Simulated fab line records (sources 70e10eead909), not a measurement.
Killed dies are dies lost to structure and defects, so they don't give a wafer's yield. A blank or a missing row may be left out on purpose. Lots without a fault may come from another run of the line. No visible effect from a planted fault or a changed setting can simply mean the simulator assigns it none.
The tool behind it: which one? || flow nand harc || Sampling: 13 lots, 39 wafers, 5 of 1302 route steps

WHAT THE GAUGES READ, wafer by wafer
NHARC_A_CONTACT_CD_MEAS_42: target cd 300 nm. Usual: cd nm at 300.1 nm, with a standard deviation of 0.51.
{"lot": "L897", "measured": "day 21 06:56", "on": "cd sem-02", "cd nm (nm)": "300.3 300.3 300.8", "flag": ""}
{"lot": "L898", "measured": "day 22 03:00", "on": "cd sem-03", "cd nm (nm)": "300.2 300.5 299.2", "flag": ""}
{"lot": "L900", "measured": "day 22 15:10", "on": "cd sem-01", "cd nm (nm)": "300.2 300.0 300.2", "flag": ""}
{"lot": "L902", "measured": "day 23 05:55", "on": "cd sem-02", "cd nm (nm)": "300.0 300.3 300.0", "flag": ""}
{"lot": "L901", "measured": "day 23 06:14", "on": "cd sem-03", "cd nm (nm)": "300.5 300.4 300.5", "flag": ""}
{"lot": "L906", "measured": "day 25 14:20", "on": "cd sem-03", "cd nm (nm)": "300.7 300.1 300.1", "flag": ""}
{"lot": "L907", "measured": "day 25 14:02", "on": "cd sem-02", "cd nm (nm)": "299.2 300.4 300.3", "flag": ""}
{"lot": "L908", "measured": "day 26 05:41", "on": "cd sem-03", "cd nm (nm)": "299.9 301.3 300.5", "flag": ""}
{"lot": "L913", "measured": "day 28 16:40", "on": "cd sem-01", "cd nm (nm)": "300.0 299.4 299.4", "flag": ""}
{"lot": "L915", "measured": "day 28 20:24", "on": "cd sem-02", "cd nm (nm)": "300.8 300.5 300.2", "flag": ""}
{"lot": "L914", "measured": "day 29 06:46", "on": "cd sem-02", "cd nm (nm)": "300.6 300.2 301.0", "flag": ""}
{"lot": "L918", "measured": "day 30 13:02", "on": "cd sem-01", "cd nm (nm)": "299.5 299.1 300.1", "flag": ""}
{"lot": "L919", "measured": "day 30 20:10", "on": "cd sem-03", "cd nm (nm)": "299.6 300.2 298.8", "flag": ""}

NHARC_A_CONTACT_OVL_MEAS_43. Usual: overlay x nm 0.0 nm, standard deviation 0.79; overlay y nm -0.1 nm, standard deviation 0.71.
{"lot": "L897", "measured": "day 21 07:01", "on": "overlay-02", "overlay x nm (nm)": "0.0 0.5 0.2", "overlay y nm (nm)": "-0.1 0.1 -0.5", "flag": ""}
{"lot": "L898", "measured": "day 22 03:05", "on": "overlay-01", "overlay x nm (nm)": "0.2 0.1 -0.2", "overlay y nm (nm)": "-0.9 -0.7 -1.1", "flag": ""}
{"lot": "L900", "measured": "day 22 15:15", "on": "overlay-01", "overlay x nm (nm)": "0.1 -0.3 -0.5", "overlay y nm (nm)": "0.6 1.2 1.2", "flag": ""}
{"lot": "L902", "measured": "day 23 06:01", "on": "overlay-01", "overlay x nm (nm)": "-0.8 -0.6 -0.3", "overlay y nm (nm)": "-0.4 0.3 0.8", "flag": ""}
{"lot": "L901", "measured": "day 23 06:19", "on": "overlay-01", "overlay x nm (nm)": "0.4 0.0 0.4", "overlay y nm (nm)": "-1.3 -1.7 -1.4", "flag": ""}
{"lot": "L906", "measured": "day 25 14:26", "on": "overlay-02", "overlay x nm (nm)": "1.5 1.3 1.3", "overlay y nm (nm)": "0.2 -0.4 -0.2", "flag": ""}
{"lot": "L907", "measured": "day 25 14:07", "on": "overlay-01", "overlay x nm (nm)": "0.2 0.6 0.7", "overlay y nm (nm)": "0.1 -0.7 0.2", "flag": ""}
{"lot": "L908", "measured": "day 26 05:47", "on": "overlay-02", "overlay x nm (nm)": "-0.4 -0.1 -0.5", "overlay y nm (nm)": "0.2 0.5 0.2", "flag": ""}
{"lot": "L913", "measured": "day 28 16:44", "on": "overlay-02", "overlay x nm (nm)": "-0.9 -1.2 -1.3", "overlay y nm (nm)": "-2.1 -1.5 -1.6", "flag": ""}
{"lot": "L915", "measured": "day 28 20:29", "on": "overlay-01", "overlay x nm (nm)": "-0.4 -0.8 -0.5", "overlay y nm (nm)": "-0.5 -0.8 -0.1", "flag": ""}
{"lot": "L914", "measured": "day 29 06:51", "on": "overlay-02", "overlay x nm (nm)": "0.0 0.1 0.7", "overlay y nm (nm)": "0.0 0.5 -0.3", "flag": ""}
{"lot": "L918", "measured": "day 30 13:07", "on": "overlay-02", "overlay x nm (nm)": "0.3 0.3 0.3", "overlay y nm (nm)": "0.2 0.4 0.2", "flag": ""}
{"lot": "L919", "measured": "day 30 20:15", "on": "overlay-02", "overlay x nm (nm)": "-0.5 0.1 -0.3", "overlay y nm (nm)": "0.5 0.2 0.4", "flag": ""}

NHARC_END_SORT_01. Usual: killed at array 49, standard deviation 18; killed at other 0.7, standard deviation 1.1; killed at periphery 4.0, standard deviation 2.6; killed dies 54, standard deviation 19; killed open 3.4, standard deviation 1.7; killed short 2.5, standard deviation 1.7.
{"lot": "L908", "measured": "day 29 07:04", "on": "prober-02", "killed at array": "39 25 31", "killed at other": "0 0 0", "killed at periphery": "4 4 7", "killed dies": "43 29 38", "killed open": "4 4 3", "killed short": "6 1 5", "flag": ""}

WHAT TOOL EACH LOT RAN ON (gives the tool, then ch and the chambers of the sampled wafers, and finally the start)
{"lot": "L897", "NHARC_A_WL_FILL_ETCHBACK_16": "rie diel-05 ch 0,2,3, day 21 00:06 or earlier", "NHARC_A_CONTACT_DEP_24": "pecvd-01 ch 0,2, day 21 00:06"}
{"lot": "L898", "NHARC_A_WL_FILL_ETCHBACK_16": "rie diel-02 ch 0,1,3, day 21 21:21 or earlier", "NHARC_A_CONTACT_DEP_24": "pecvd-02 ch 0,1, day 21 21:21"}
{"lot": "L900", "NHARC_A_WL_FILL_ETCHBACK_16": "rie diel-06 ch 1,2, day 22 09:41 or earlier", "NHARC_A_CONTACT_DEP_24": "pecvd-02 ch 1,2, day 22 09:41"}
{"lot": "L902", "NHARC_A_WL_FILL_ETCHBACK_16": "rie diel-05 ch 2,3, day 22 23:39 or earlier", "NHARC_A_CONTACT_DEP_24": "pecvd-02 ch 0,1,2, day 22 23:39"}
{"lot": "L901", "NHARC_A_WL_FILL_ETCHBACK_16": "rie diel-06 ch 0,1, day 22 23:37 or earlier", "NHARC_A_CONTACT_DEP_24": "pecvd-01 ch 1,2, day 22 23:37"}
{"lot": "L906", "NHARC_A_WL_FILL_ETCHBACK_16": "rie diel-05 ch 0,1,3, day 25 06:49 or earlier", "NHARC_A_CONTACT_DEP_24": "pecvd-02 ch 1,2, day 25 06:49"}
{"lot": "L907", "NHARC_A_WL_FILL_ETCHBACK_16": "rie diel-06 ch 0,2, day 25 06:55 or earlier", "NHARC_A_CONTACT_DEP_24": "pecvd-01 ch 0,1,2, day 25 06:55"}
{"lot": "L908", "NHARC_A_WL_FILL_ETCHBACK_16": "rie diel-02 ch 1,2, day 26 00:13 or earlier", "NHARC_A_CONTACT_DEP_24": "pecvd-01 ch 0,1, day 26 00:13"}
{"lot": "L913", "NHARC_A_WL_FILL_ETCHBACK_16": "rie diel-02 ch 1,3, day 28 09:22 or earlier", "NHARC_A_CONTACT_DEP_24": "pecvd-02 ch 0,1, day 28 09:22"}
{"lot": "L915", "NHARC_A_WL_FILL_ETCHBACK_16": "rie diel-05 ch 0,1,2, day 28 14:51 or earlier", "NHARC_A_CONTACT_DEP_24": "pecvd-01 ch 0,2, day 28 14:51"}
{"lot": "L914", "NHARC_A_WL_FILL_ETCHBACK_16": "rie diel-02 ch 1,3, day 28 20:04 or earlier", "NHARC_A_CONTACT_DEP_24": "pecvd-01 ch 1,2, day 28 20:04"}
{"lot": "L918", "NHARC_A_WL_FILL_ETCHBACK_16": "rie diel-02 ch 0,1,2, day 30 07:21 or earlier", "NHARC_A_CONTACT_DEP_24": "pecvd-02 ch 0,2, day 30 07:21"}
{"lot": "L919", "NHARC_A_WL_FILL_ETCHBACK_16": "rie diel-02 ch 0,1, day 30 12:10 or earlier", "NHARC_A_CONTACT_DEP_24": "pecvd-02 ch 0,2, day 30 12:10"}
- NHARC_A_WL_FILL_ETCHBACK_16: etches the open film in C4F8/O2/Ar, target depth 120 nm, time 24 s.
- NHARC_A_CONTACT_DEP_24: deposits SiO2, target thk 500 nm.

AS READ BY THE TOOLS THEMSELVES (means over the sampled wafers that have a number; for cases with no such wafer, the mark the record gives instead)
NHARC_A_WL_FILL_ETCHBACK_16. Usual: chamber pressure mTorr 25.000 mTorr, standard deviation 0.023; oes product au 0.98 a.u., standard deviation 0.032; rf vpp V 723 V, standard deviation 4.1.
{"lot": "L897", "tool": "rie diel-05", "chamber pressure mTorr (mTorr)": 25.012, "oes product au (a.u.)": 0.98, "rf vpp V (V)": 725, "flag": ""}
{"lot": "L898", "tool": "rie diel-02", "chamber pressure mTorr (mTorr)": 24.991, "oes product au (a.u.)": 1.00, "rf vpp V (V)": 725, "flag": ""}
{"lot": "L900", "tool": "rie diel-06", "chamber pressure mTorr (mTorr)": 25.011, "oes product au (a.u.)": 0.99, "rf vpp V (V)": 726, "flag": ""}
{"lot": "L902", "tool": "rie diel-05", "chamber pressure mTorr (mTorr)": 24.994, "oes product au (a.u.)": 0.92, "rf vpp V (V)": 725, "flag": ""}
{"lot": "L901", "tool": "rie diel-06", "chamber pressure mTorr (mTorr)": 24.990, "oes product au (a.u.)": 0.94, "rf vpp V (V)": 723, "flag": ""}
{"lot": "L906", "tool": "rie diel-05", "chamber pressure mTorr (mTorr)": 24.995, "oes product au (a.u.)": 0.92, "rf vpp V (V)": 723, "flag": ""}
{"lot": "L907", "tool": "rie diel-06", "chamber pressure mTorr (mTorr)": 24.983, "oes product au (a.u.)": 1.00, "rf vpp V (V)": 721, "flag": ""}
{"lot": "L908", "tool": "rie diel-02", "chamber pressure mTorr (mTorr)": 24.997, "oes product au (a.u.)": 1.00, "rf vpp V (V)": 726, "flag": ""}
{"lot": "L913", "tool": "rie diel-02", "chamber pressure mTorr (mTorr)": 24.997, "oes product au (a.u.)": 1.00, "rf vpp V (V)": 730, "flag": ""}
{"lot": "L915", "tool": "rie diel-05", "chamber pressure mTorr (mTorr)": 24.984, "oes product au (a.u.)": 1.01, "rf vpp V (V)": 725, "flag": ""}
{"lot": "L914", "tool": "rie diel-02", "chamber pressure mTorr (mTorr)": 25.008, "oes product au (a.u.)": 0.95, "rf vpp V (V)": 728, "flag": ""}
{"lot": "L918", "tool": "rie diel-02", "chamber pressure mTorr (mTorr)": 25.012, "oes product au (a.u.)": 0.99, "rf vpp V (V)": 724, "flag": ""}
{"lot": "L919", "tool": "rie diel-02", "chamber pressure mTorr (mTorr)": 24.995, "oes product au (a.u.)": 1.00, "rf vpp V (V)": 726, "flag": ""}

NHARC_A_CONTACT_DEP_24. Usual: heater power w 513 W, standard deviation 69; rf fwd power W 897.7 W, standard deviation 2.6; showerhead vpp V 1810 V, standard deviation 86; throttle valve pct 16.3 %, standard deviation 0.42.
{"lot": "L897", "tool": "pecvd-01", "heater power w (W)": 565, "rf fwd power W (W)": 896.1, "showerhead vpp V (V)": 1805, "throttle valve pct (%)": 16.2, "flag": ""}
{"lot": "L898", "tool": "pecvd-02", "heater power w (W)": 433, "rf fwd power W (W)": 900.2, "showerhead vpp V (V)": 1806, "throttle valve pct (%)": 16.1, "flag": ""}
{"lot": "L900", "tool": "pecvd-02", "heater power w (W)": 525, "rf fwd power W (W)": 897.5, "showerhead vpp V (V)": 1763, "throttle valve pct (%)": 16.3, "flag": ""}
{"lot": "L902", "tool": "pecvd-02", "heater power w (W)": 522, "rf fwd power W (W)": 896.9, "showerhead vpp V (V)": 1816, "throttle valve pct (%)": 16.3, "flag": ""}
{"lot": "L901", "tool": "pecvd-01", "heater power w (W)": 534, "rf fwd power W (W)": 897.9, "showerhead vpp V (V)": 1735, "throttle valve pct (%)": 16.6, "flag": ""}
{"lot": "L906", "tool": "pecvd-02", "heater power w (W)": 506, "rf fwd power W (W)": 897.9, "showerhead vpp V (V)": 1764, "throttle valve pct (%)": 16.4, "flag": ""}
{"lot": "L907", "tool": "pecvd-01", "heater power w (W)": 583, "rf fwd power W (W)": 894.7, "showerhead vpp V (V)": 1821, "throttle valve pct (%)": 16.4, "flag": ""}
{"lot": "L908", "tool": "pecvd-01", "heater power w (W)": 590, "rf fwd power W (W)": 894.5, "showerhead vpp V (V)": 1833, "throttle valve pct (%)": 16.5, "flag": ""}
{"lot": "L913", "tool": "pecvd-02", "heater power w (W)": 494, "rf fwd power W (W)": 895.1, "showerhead vpp V (V)": 1818, "throttle valve pct (%)": 15.8, "flag": ""}
{"lot": "L915", "tool": "pecvd-01", "heater power w (W)": 687, "rf fwd power W (W)": 538.2, "showerhead vpp V (V)": 1485, "throttle valve pct (%)": 16.5, "flag": "OFF"}
{"lot": "L914", "tool": "pecvd-01", "heater power w (W)": 600, "rf fwd power W (W)": 537.9, "showerhead vpp V (V)": 1333, "throttle valve pct (%)": 16.8, "flag": "OFF"}
{"lot": "L918", "tool": "pecvd-02", "heater power w (W)": 470, "rf fwd power W (W)": 898.5, "showerhead vpp V (V)": 1850, "throttle valve pct (%)": 16.2, "flag": ""}
{"lot": "L919", "tool": "pecvd-02", "heater power w (W)": 457, "rf fwd power W (W)": 898.2, "showerhead vpp V (V)": 1834, "throttle valve pct (%)": 16.3, "flag": ""}

THE ANSWER, worked out from the rows above alone
Rule: take the mean of a lot's wafers that have a number; if it is more than 3 standard deviations from the usual mean, the lot is off. Also off: a lot with no number at a reading for which 4 or more lots have one. Any other lot the step has rows for is counted as sound. First the gauges in route order, then the tools' own readings, where a lot's mean is used as printed above. At the first step where some lot is off, the reading lying furthest off is the one used; lots without a number count as furthest.
Off: L915, L914, at NHARC_A_CONTACT_DEP_24 (rf fwd power W).
A tool fits if, at that step or a process step before it, it ran every lot that is off, and no sound lot after the first of them. NHARC_A_WL_FILL_ETCHBACK_16 gives no start for some lots, so the hours and the order of its lots are those of NHARC_A_CONTACT_DEP_24. One candidate fits, namely pecvd-01 at NHARC_A_CONTACT_DEP_24. Its last sound lot is L908 (day 26 00:13), its first lot that is off L915 (day 28 14:51): a fault that began between those two fits.
The tool's own readings at NHARC_A_CONTACT_DEP_24 bear it out: on the lots that are off they differ by more than 5 times the standard deviation of the sound lots' means. rf fwd power W reads 538.0 W there against 897.0 W on the sound lots; showerhead vpp V reads 1409 V there against 1804 V on the sound lots.

WHAT WAS PUT IN BY THE SIMULATOR
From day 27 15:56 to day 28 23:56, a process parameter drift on pecvd-01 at NHARC_A_CONTACT_DEP_24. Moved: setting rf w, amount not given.
Struck lots among those shown: L915, L914. This agrees with what the rule above found.
